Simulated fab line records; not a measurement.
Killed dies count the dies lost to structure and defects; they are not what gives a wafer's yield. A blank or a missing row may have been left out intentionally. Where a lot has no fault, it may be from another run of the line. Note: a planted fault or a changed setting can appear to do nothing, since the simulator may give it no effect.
Which tool is to blame? | flow n5-finfet | 27 wafers from 9 lots sampled at 5 of the route's 1938 steps

== WHAT THE GAUGES READ, wafer by wafer ==
N5_DUMMY_GATE_INSPECT_17: inspects for defects (brightfield). Usual: 206 for raw-defect-count, sd 53.
lot  | measured    | on                | raw-defect-count | flag
L393 | day 3 12:27 | defect-inspect-01 | 166 196 170      |
L394 | day 3 18:19 | defect-inspect-01 | 194 313 193      |
L396 | day 4 10:34 | defect-inspect-01 | 196 220 177      |
L398 | day 4 16:05 | defect-inspect-01 | 155 159 189      |
L407 | day 6 22:54 | defect-inspect-02 | 273 214 155      |
L408 | day 7 03:48 | defect-inspect-01 | 138 137 160      |
L409 | day 7 08:37 | defect-inspect-01 | 239 151 174      |
L411 | day 7 22:10 | defect-inspect-02 | 194 341 330      |
L414 | day 8 17:04 | defect-inspect-01 | 186 151 182      |

N5_BEOL_M4_RC_MEAS_101. Usual: DIBL_N 36.4 mV/V, standard deviation 1.7; DIBL_P 36.4 mV/V, standard deviation 2.1; IOFF_N 0.16 nA/um, standard deviation 0.035; IOFF_P 0.21 nA/um, standard deviation 0.035; ION_N 680 uA/um, standard deviation 11; ION_P 465 uA/um, standard deviation 6.8; SS_N 71.5 mV/dec, standard deviation 0.58; SS_P 73.2 mV/dec, standard deviation 0.72; VT_N 249 mV, standard deviation 3.6; VT_P -250 mV, standard deviation 3.1.
lot  | measured     | on        | DIBL_N (mV/V)  | DIBL_P (mV/V)  | IOFF_N (nA/um) | IOFF_P (nA/um) | ION_N (uA/um) | ION_P (uA/um) | SS_N (mV/dec)  | SS_P (mV/dec)  | VT_N (mV)   | VT_P (mV)      | flag
L393 | day 8 13:37  | prober-01 | 36.0 35.2 37.9 | 37.7 36.5 39.5 | 0.17 0.16 0.22 | 0.24 0.22 0.28 | 685 686 693   | 469 471 476   | 71.2 71.3 72.1 | 73.6 73.5 74.4 | 248 249 247 | -250 -250 -246 |
L394 | day 8 23:29  | prober-01 | 35.5 36.5 34.6 | 36.7 37.4 35.5 | 0.17 0.20 0.16 | 0.22 0.23 0.19 | 701 691 686   | 472 463 464   | 71.6 71.4 71.5 | 73.9 73.5 73.5 | 246 246 250 | -246 -246 -251 |
L396 | day 9 17:30  | prober-02 | 37.9 35.0 37.2 | 39.1 34.9 37.8 | 0.19 0.13 0.16 | 0.23 0.17 0.21 | 686 666 669   | 461 458 459   | 72.5 70.4 71.7 | 74.7 73.3 73.2 | 247 255 251 | -251 -254 -252 |
L398 | day 10 00:14 | prober-02 | 36.7 32.4 36.7 | 38.2 33.1 37.7 | 0.19 0.12 0.19 | 0.24 0.16 0.23 | 682 671 682   | 472 461 465   | 72.0 71.7 71.5 | 74.0 72.1 73.9 | 244 254 246 | -249 -253 -250 |
L407 | day 12 04:37 | prober-01 | 34.8 36.1 36.8 | 35.6 36.9 36.9 | 0.14 0.16 0.17 | 0.18 0.20 0.20 | 672 684 685   | 468 472 466   | 70.0 71.1 71.1 | 72.8 73.8 73.2 | 252 251 253 | -253 -252 -252 |
L408 | day 12 09:25 | prober-02 | 37.3 36.7 34.5 | 38.4 37.5 35.8 | 0.17 0.15 0.13 | 0.22 0.21 0.19 | 680 656 668   | 462 452 465   | 72.0 71.5 71.2 | 73.3 72.6 72.8 | 250 254 254 | -250 -250 -248 |
L409 | day 12 14:55 | prober-02 | 34.0 37.2 35.8 | 33.9 36.5 35.5 | 0.12 0.16 0.14 | 0.15 0.19 0.18 | 664 674 676   | 457 458 464   | 71.4 71.8 70.8 | 72.0 72.7 72.2 | 256 250 252 | -253 -252 -255 |
L411 | day 13 14:23 | prober-01 | 36.7 35.4 35.4 | 38.0 35.9 36.5 | 0.19 0.17 0.18 | 0.23 0.19 0.19 | 681 684 690   | 460 460 466   | 71.7 71.5 71.6 | 73.4 73.1 73.5 | 245 246 248 | -249 -253 -254 |
L414 | day 13 21:46 | prober-01 | 36.0 34.6 38.6 | 36.2 33.8 39.1 | 0.16 0.12 0.21 | 0.23 0.19 0.28 | 678 665 692   | 470 464 469   | 71.7 71.1 72.3 | 72.8 72.1 74.4 | 248 252 247 | -249 -251 -247 |

== WHAT TOOL EACH LOT RAN ON (gives the tool, then ch and the chambers of the sampled wafers, and finally the start) ==
lot  | N5_DUMMY_GATE_ETCH_29             | N5_DUMMY_GATE_ETCH_37             | N5_DUMMY_GATE_TRIM_49
L393 | rie-diel-06 ch 0,2,3, day 3 12:35 | rie-diel-06 ch 0,2,3, day 3 12:40 | rie-si-02 ch 0,1,3, day 3 12:46
L394 | rie-diel-06 ch 1,2, day 3 18:25   | rie-diel-06 ch 1,2, day 3 18:29   | rie-si-06 ch 0,3, day 3 18:34
L396 | rie-diel-05 ch 2,3, day 4 10:40   | rie-diel-05 ch 2,3, day 4 10:45   | rie-si-01 ch 1,2, day 4 10:50
L398 | rie-diel-06 ch 1,2, day 4 16:11   | rie-diel-06 ch 1,2, day 4 16:16   | rie-si-02 ch 0,3, day 4 16:20
L407 | rie-diel-05 ch 0,2,3, day 6 23:00 | rie-diel-05 ch 0,2,3, day 6 23:05 | rie-si-01 ch 0,1,2, day 6 23:10
L408 | rie-diel-05 ch 1,2,3, day 7 03:58 | rie-diel-05 ch 1,2,3, day 7 04:03 | rie-si-02 ch 0,1,2, day 7 04:08
L409 | rie-diel-06 ch 1,2,3, day 7 08:43 | rie-diel-06 ch 1,2,3, day 7 08:47 | rie-si-06 ch 0,1,3, day 7 08:52
L411 | rie-diel-03 ch 1,2,3, day 7 22:16 | rie-diel-03 ch 1,2,3, day 7 22:21 | rie-si-02 ch 0,2, day 7 22:26
L414 | rie-diel-06 ch 0,3, day 8 17:40   | rie-diel-06 ch 0,3, day 8 17:45   | rie-si-02 ch 0,1,2, day 8 17:50
- N5_DUMMY_GATE_ETCH_29: etches underlayer in N2/H2, target depth 13 nm.
- N5_DUMMY_GATE_ETCH_37: etches SOC in N2/H2, target depth 60 nm, overetch 30 nm.
- N5_DUMMY_GATE_TRIM_49: chemistry O2, time 29 s, target cd 14 nm.

== WHAT THE TOOLS THEMSELVES READ (means of the sampled wafers that have a number; where no wafer has one, the mark that the record gives instead) ==
N5_DUMMY_GATE_ETCH_29. Usual: drypump-motor-current-A 5.43 A, standard deviation 0.29; oes-product-au 0.75 a.u., standard deviation 0.079; rf-fwd-power-W 830 W, standard deviation 4; rf-vpp-V 525.1 V, standard deviation 1.8; showerhead-plenum-p-Torr 2.59 Torr, standard deviation 0.06; throttle-valve-pct 18.0 %, standard deviation 0.31.
lot  | tool        | drypump-motor-current-A (A) | oes-product-au (a.u.) | rf-fwd-power-W (W) | rf-vpp-V (V) | showerhead-plenum-p-Torr (Torr) | throttle-valve-pct (%) | flag
L393 | rie-diel-06 | 5.43                        | 0.77                  | 828                | 525.5        | 2.60                            | 18.2                   |
L394 | rie-diel-06 | 5.76                        | 0.75                  | 825                | 524.4        | 2.58                            | 18.3                   |
L396 | rie-diel-05 | 5.43                        | 0.75                  | 833                | 525.3        | 2.57                            | 18.0                   |
L398 | rie-diel-06 | 5.76                        | 0.73                  | 826                | 524.6        | 2.58                            | 18.3                   |
L407 | rie-diel-05 | 5.34                        | 0.79                  | 1035               | 489.3        | 2.59                            | 18.2                   | OFF
L408 | rie-diel-05 | 5.50                        | 0.90                  | 1032               | 487.4        | 2.55                            | 17.8                   | OFF
L409 | rie-diel-06 | 5.56                        | 0.72                  | 827                | 524.7        | 2.57                            | 18.2                   |
L411 | rie-diel-03 | 5.23                        | 0.73                  | 830                | 525.9        | 2.61                            | 18.0                   |
L414 | rie-diel-06 | 5.18                        | 0.73                  | 830                | 525.7        | 2.63                            | 18.0                   |

N5_DUMMY_GATE_ETCH_37. Usual: drypump-motor-current-A 5.43 A, standard deviation 0.29; oes-product-au 0.60 a.u., standard deviation 0.06; rf-fwd-power-W 830 W, standard deviation 4.2; rf-vpp-V 524.8 V, standard deviation 1.8; showerhead-plenum-p-Torr 2.59 Torr, standard deviation 0.06; throttle-valve-pct 17.9 %, standard deviation 0.31.
lot  | tool        | drypump-motor-current-A (A) | oes-product-au (a.u.) | rf-fwd-power-W (W) | rf-vpp-V (V) | showerhead-plenum-p-Torr (Torr) | throttle-valve-pct (%) | flag
L393 | rie-diel-06 | 5.43                        | 0.60                  | 830                | 524.3        | 2.60                            | 18.1                   |
L394 | rie-diel-06 | 5.75                        | 0.59                  | 827                | 524.2        | 2.58                            | 18.2                   |
L396 | rie-diel-05 | 5.46                        | 0.59                  | 830                | 524.9        | 2.57                            | 17.9                   |
L398 | rie-diel-06 | 5.75                        | 0.58                  | 829                | 524.5        | 2.58                            | 18.3                   |
L407 | rie-diel-05 | 5.35                        | 0.56                  | 833                | 524.8        | 2.59                            | 18.1                   |
L408 | rie-diel-05 | 5.50                        | 0.63                  | 833                | 524.0        | 2.55                            | 17.7                   |
L409 | rie-diel-06 | 5.57                        | 0.57                  | 829                | 524.6        | 2.57                            | 18.1                   |
L411 | rie-diel-03 | 5.23                        | 0.59                  | 831                | 525.3        | 2.61                            | 18.0                   |
L414 | rie-diel-06 | 5.16                        | 0.58                  | 826                | 525.2        | 2.63                            | 18.0                   |

N5_DUMMY_GATE_TRIM_49. Usual: drypump-motor-current-A 5.7 A, standard deviation 0.45; he-backside-leak-sccm 2.8 sccm, standard deviation 0.4; oes-product-au 1.002 a.u., standard deviation 0.018; throttle-valve-pct 8.13 %, standard deviation 0.14.
lot  | tool      | drypump-motor-current-A (A) | he-backside-leak-sccm (sccm) | oes-product-au (a.u.) | throttle-valve-pct (%) | flag
L393 | rie-si-02 | 5.9                         | 2.9                          | 1.003                 | 8.11                   |
L394 | rie-si-06 | 5.1                         | 3.0                          | 1.003                 | 8.00                   |
L396 | rie-si-01 | 5.7                         | 2.9                          | 1.001                 | 8.10                   |
L398 | rie-si-02 | 5.8                         | 3.1                          | 1.009                 | 8.12                   |
L407 | rie-si-01 | 5.9                         | 3.5                          | 0.989                 | 8.12                   |
L408 | rie-si-02 | 5.6                         | 2.7                          | 1.013                 | 8.24                   |
L409 | rie-si-06 | 4.9                         | 2.8                          | 1.002                 | 7.99                   |
L411 | rie-si-02 | 5.5                         | 3.0                          | 1.017                 | 8.25                   |
L414 | rie-si-02 | 5.6                         | 2.7                          | 1.010                 | 8.24                   |

== THE ANSWER, worked out from the rows above alone ==
Rule: lot off if the mean of its wafers having a number is beyond 3 standard deviations from the usual mean. Also off: a lot with no number at a reading for which 4 or more lots have one. Where the step has rows for the other lots, those lots are counted as sound. The gauges are gone through in route order, then the tools' own readings, and for those a lot's mean is taken as printed above. The first step at which some lot is off is used, and at that step the reading that is off furthest; a lot without a number counts as furthest.
Off: L407, L408 (N5_DUMMY_GATE_ETCH_29, rf-fwd-power-W).
If a tool, at that step or one of the process steps before it, ran each lot that is off and ran no sound lot following the first of them, it fits. One fits: N5_DUMMY_GATE_ETCH_29 on rie-diel-05. A fault onset in the window from L396 (day 4 10:40, its last sound lot) to L407 (day 6 23:00, its first lot off) fits.
The tool's own readings at N5_DUMMY_GATE_ETCH_29 bear it out: on the lots that are off they differ by more than 5 times the standard deviation of the sound lots' means. oes-product-au reads 0.84 a.u. there against 0.74 a.u. on the sound lots; rf-fwd-power-W reads 1034 W there against 828 W on the sound lots; rf-vpp-V reads 488.4 V there against 525.2 V on the sound lots.

== WHAT WAS PUT IN BY THE SIMULATOR ==
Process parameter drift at N5_DUMMY_GATE_ETCH_29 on rie-diel-05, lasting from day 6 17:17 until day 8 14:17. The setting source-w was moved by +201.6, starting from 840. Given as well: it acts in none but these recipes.
Lots struck among those shown: L407, L408. The rule given above showed the same thing.
